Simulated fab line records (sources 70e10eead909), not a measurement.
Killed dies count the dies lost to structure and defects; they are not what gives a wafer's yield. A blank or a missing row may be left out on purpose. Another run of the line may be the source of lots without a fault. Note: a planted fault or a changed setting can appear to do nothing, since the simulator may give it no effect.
Which tool did it? :: flow nand harc :: at 1 step of a route of 1159, 15 lots with 45 wafers sampled

WHAT EACH GAUGE READ, for each wafer
NHARC_A_CHANNEL_HOLE_D1_CD_MEAS_30.
lot: L118
measured: day 8 22:08
on: cd sem-02
cd nm (nm): 91.0 90.0 89.4

lot: L117
measured: day 8 23:40
on: cd sem-01
cd nm (nm): 90.1 88.4 89.2

lot: L124
measured: day 10 20:06
on: cd sem-03
cd nm (nm): 90.8 91.2 90.9

lot: L125
measured: day 10 21:32
on: cd sem-02
cd nm (nm): 90.2 88.4 87.8

lot: L127
measured: day 11 12:41
on: cd sem-02
cd nm (nm): 89.4 89.2 89.0

lot: L126
measured: day 11 12:44
on: cd sem-03
cd nm (nm): 90.7 91.3 89.9

lot: L129
measured: day 11 18:43
on: cd sem-01
cd nm (nm): 91.0 90.4 90.9

lot: L128
measured: day 11 19:07
on: cd sem-01
cd nm (nm): 90.1 89.4 91.1

lot: L130
measured: day 12 02:16
on: cd sem-01
cd nm (nm): 88.7 89.3 90.5

lot: L131
measured: day 12 09:14
on: cd sem-01
cd nm (nm): 89.4 88.8 89.6

lot: L135
measured: day 12 20:32
on: cd sem-02
cd nm (nm): 89.6 89.8 89.9

lot: L136
measured: day 13 12:40
on: cd sem-02
cd nm (nm): 88.4 88.8 89.8

lot: L137
measured: day 13 16:55
on: cd sem-01
cd nm (nm): 90.2 89.9 89.6

lot: L139
measured: day 13 17:05
on: cd sem-02
cd nm (nm): 89.1 90.0 90.2

lot: L138
measured: day 13 21:04
on: cd sem-01
cd nm (nm): 89.8 91.9 92.2

TOOL THAT RAN EACH LOT (tool first, then ch and the chambers of the sampled wafers, then the start)
Before these readings, the record contains no process step.

AS READ BY THE TOOLS THEMSELVES (means over the sampled wafers that have a number; for cases with no such wafer, the mark the record gives instead)
The record holds no such reading with a usual standard deviation.

THE ANSWER, worked out from the rows above alone
Rule: what is usual is taken from the lots themselves. The widest of any qualifying gaps counts: lots, ordered by their means at a reading, are off when they make up no more than a third of the lots, leave a main group of 4 or more, and stand apart from it by 3 or more times the standard deviation of that group's means. A main group is skipped when, at the precision printed for the reading in the tables above, its means are all equal. A lot without any number at a reading at which 4 lots or more have one is off too. The other lots that the step has rows for count as sound. After the gauges, taken in route order, come the tools' own readings; for these a lot's mean is taken, as printed above. At the first step where some lot is off, the reading lying furthest off is the one used; lots without a number count as furthest.
Across all readings shown, no lot is off: no conclusion can be drawn from this.

WHAT THE SIMULATOR PUT IN
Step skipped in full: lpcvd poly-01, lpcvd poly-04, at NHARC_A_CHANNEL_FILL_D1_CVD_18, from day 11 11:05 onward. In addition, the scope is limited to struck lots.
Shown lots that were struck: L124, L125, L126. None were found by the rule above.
